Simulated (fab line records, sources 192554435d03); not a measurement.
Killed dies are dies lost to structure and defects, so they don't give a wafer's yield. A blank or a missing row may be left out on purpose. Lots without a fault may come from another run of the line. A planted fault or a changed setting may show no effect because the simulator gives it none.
Chamber matching | flow n5_finfet | N5_BEOL_M7_ALD_77 on ald_metal-04: 4 sister chambers
The step deposits TaN, target thk 2 nm, pulse time 2 s, purge time 3 s. 20 wafers are shown with their chamber, then 10 later ones without.

WAFERS WITH THEIR CHAMBER
wafer  | chamber | heater_power_w (W)
L074.1 | 0       | 515
L074.3 | 1       | 414
L074.6 | 1       | 420
L077.1 | 2       | 405
L077.4 | 0       | 516
L077.5 | 1       | 415
L079.1 | 0       | 528
L079.4 | 3       | 488
L079.6 | 3       | 483
L081.1 | 2       | 407
L081.3 | 0       | 509
L081.4 | 1       | 423
L085.2 | 0       | 516
L085.3 | 1       | 427
L085.4 | 3       | 482
L087.1 | 3       | 485
L087.2 | 0       | 512
L087.5 | 3       | 472
L086.1 | 0       | 521
L086.5 | 2       | 408

SIGNATURES (means of the wafers above)
reading        | chamber 0 | chamber 1 | chamber 2 | chamber 3 | scatter within a chamber
heater_power_w | 516.71    | 419.80    | 406.67    | 482.00    | 5.6
Rule: a wafer's distance from a chamber is the root of the sum, over the readings, of the square of ((its reading less the chamber's mean) divided by the reading's scatter). The wafer belongs to the nearest chamber; if the next one is less than 2 further off, it can't be placed. The scatter: the root of (the sum of the squares of (reading less its chamber's mean) over the shown wafers, divided by (wafers less chambers)).

WAFERS WITHOUT THEIR CHAMBER
wafer  | heater_power_w (W)
L086.6 | 479
L089.2 | 407
L089.3 | 491
L089.6 | 530
L088.1 | 419
L088.3 | 516
L088.6 | 417
L095.2 | 476
L095.5 | 417
L095.6 | 410

WHICH CHAMBER EACH WENT THROUGH
wafer  | from the rows above     | in truth
L086.6 | 3                       | 3
L089.2 | 2                       | 2
L089.3 | 3                       | 3
L089.6 | 0                       | 0
L088.1 | 1                       | 1
L088.3 | 0                       | 0
L088.6 | can't be placed: 1 or 2 | 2
L095.2 | 3                       | 3
L095.5 | can't be placed: 1 or 2 | 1
L095.6 | can't be placed: 2 or 1 | 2
Placed correctly: 7 of 10. Can't be placed from these rows: 3 (the true chamber is among the candidates in 3). Placed wrongly: 0.
